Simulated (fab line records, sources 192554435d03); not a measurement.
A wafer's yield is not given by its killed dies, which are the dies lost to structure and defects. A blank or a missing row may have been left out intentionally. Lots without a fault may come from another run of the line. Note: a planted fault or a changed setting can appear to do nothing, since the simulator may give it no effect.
Problem report in the 8D (eight disciplines) form, filled by code || flow n5_finfet || the parts of the form that need people (team, actions taken, sign-off) are left out

## 1. WHAT WENT WRONG
Mean of spin_speed_rpm at N5_BEOL_M7_COAT_22: 1372.5 rpm across 6 wafers in 2 lots; on wafers with no fault it is 1500.0 rpm (standard deviation 0.97). So: -99 or more standard deviations from the usual mean.
The step: resist thk 30 nm.
The first sign was on wafer L778.2 at day 13 18:43, on litho_track-03. The record has a number at this step for 33 wafers belonging to 11 lots. Rule for "out", or "out of limits": more than 4 standard deviations from the usual mean. All remaining wafers that have a number are taken as sound.

## 2. WHAT IT IS, WHAT IT ISN'T
{"question": "which readings at this step", "is": "spin_speed_rpm", "is not": "chill_plate_temp_C"}
{"question": "which lots", "is": "L778, L781", "is not": "L760, L762, L763, L764, L766, L767, L770, L772, L782"}
{"question": "which wafers of those lots", "is": "all that have a number", "is not": "-"}
{"question": "read on which tools", "is": "litho_track-03", "is not": "litho_track-04, litho_track-05"}
{"question": "when", "is": "from day 13 18:43", "is not": "up to then (24 sound wafers); but 3 sound wafers of L782 came after"}

## 3. SUSPECTS, AND WHAT RULES EACH OUT
Counting: any tool at a process step up to the reading is kept as a suspect provided that every lot that is out went through it and no sound lot did after the first of them.
- litho_track-03 at N5_BEOL_M7_COAT_22 (resist thk 30 nm): kept. Every lot that is out went through it, starting with L778 (day 13 18:43), and after that it ran no sound lot; the last sound lot it ran before then is L766 (day 10 17:54). On those wafers its own readings are out: spin_speed_rpm.
After counting, what remains is litho_track-03 at N5_BEOL_M7_COAT_22.

## 4. THE CAUSE (what the simulator had put in)
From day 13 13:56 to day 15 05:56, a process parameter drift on litho_track-03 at N5_BEOL_M7_COAT_22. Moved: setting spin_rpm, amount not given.
The count eliminated every tool but this one.

## 5. SEQUENCE OF EFFECTS, ordered by route
Each row: a reading whose mean over the struck wafers that have a number lies more than 3 standard deviations from the usual. Only readings whose record carries a usual standard deviation are examined. hours: median over the lots of the time between each lot's start at the first step of this table that gives one and its start at this step. sigmas: the change, counted in usual standard deviations.
{"hours": 0, "step": "N5_BEOL_M7_COAT_22", "reading": "spin_speed_rpm", "usual": "1500.0 rpm", "on struck wafers": 1372.5, "change": -127.5, "sigmas": "-99 or more"}
Its process steps:
- N5_BEOL_M7_COAT_22: resist thk 30 nm.

## 6. WHAT WOULD HAVE CAUGHT IT SOONER
The fault began at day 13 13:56; the first out-of-limits reading in this record came at day 13 18:43, 5 hours later.
